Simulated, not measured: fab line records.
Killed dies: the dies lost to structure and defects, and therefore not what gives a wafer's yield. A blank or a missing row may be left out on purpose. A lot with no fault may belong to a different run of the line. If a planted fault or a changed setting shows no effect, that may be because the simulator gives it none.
Chamber matching :: flow n5Finfet :: N5_BEOL_M2_PRE_CLEAN_60 on cvdCo-01: 3 sister chambers
The step time 15 s. 3 wafers are shown with their chamber, then 12 later ones without.

WAFERS WITH THEIR CHAMBER
wafer: L090.3
chamber: 2
heaterPowerW (W): 59

wafer: L090.4
chamber: 0
heaterPowerW (W): 58

wafer: L090.5
chamber: 1
heaterPowerW (W): 80

WAFERS WHOSE CHAMBER IS MISSING
wafer: L089.2
heaterPowerW (W): 78

wafer: L089.3
heaterPowerW (W): 60

wafer: L089.6
heaterPowerW (W): 58

wafer: L092.1
heaterPowerW (W): 79

wafer: L092.2
heaterPowerW (W): 60

wafer: L092.6
heaterPowerW (W): 78

wafer: L094.1
heaterPowerW (W): 59

wafer: L094.2
heaterPowerW (W): 58

wafer: L094.5
heaterPowerW (W): 61

wafer: L096.2
heaterPowerW (W): 58

wafer: L096.4
heaterPowerW (W): 60

wafer: L096.5
heaterPowerW (W): 79

WHICH CHAMBER EACH ONE RAN IN
wafer: L089.2
from the rows above: 1
in truth: 1

wafer: L089.3
from the rows above: can't be placed: 2 or 0
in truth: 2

wafer: L089.6
from the rows above: can't be placed: 0 or 2
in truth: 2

wafer: L092.1
from the rows above: 1
in truth: 1

wafer: L092.2
from the rows above: can't be placed: 2 or 0
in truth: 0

wafer: L092.6
from the rows above: 1
in truth: 1

wafer: L094.1
from the rows above: can't be placed: 2 or 0
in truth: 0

wafer: L094.2
from the rows above: can't be placed: 0 or 2
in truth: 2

wafer: L094.5
from the rows above: can't be placed: 2 or 0
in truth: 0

wafer: L096.2
from the rows above: can't be placed: 0 or 2
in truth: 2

wafer: L096.4
from the rows above: can't be placed: 2 or 0
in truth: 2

wafer: L096.5
from the rows above: 1
in truth: 1
Correctly placed: 4 of 12. From these rows, 8 cannot be placed; in 8 the true chamber is one of the candidates. Placed wrongly: 0.
How it was worked out, from the rows above alone: a wafer's distance from a chamber is the root of the sum, over the readings, of the square of ((its reading less the chamber's mean) divided by the reading's scatter). If the next closest chamber is less than 2 further off than the closest, the wafer can't be placed; otherwise it belongs to the closest. The mean given for a chamber averages the wafers shown for that chamber. The scatter: with one shown wafer a chamber, the root of the mean of the squares of how far each hidden wafer lies from its nearest shown one.
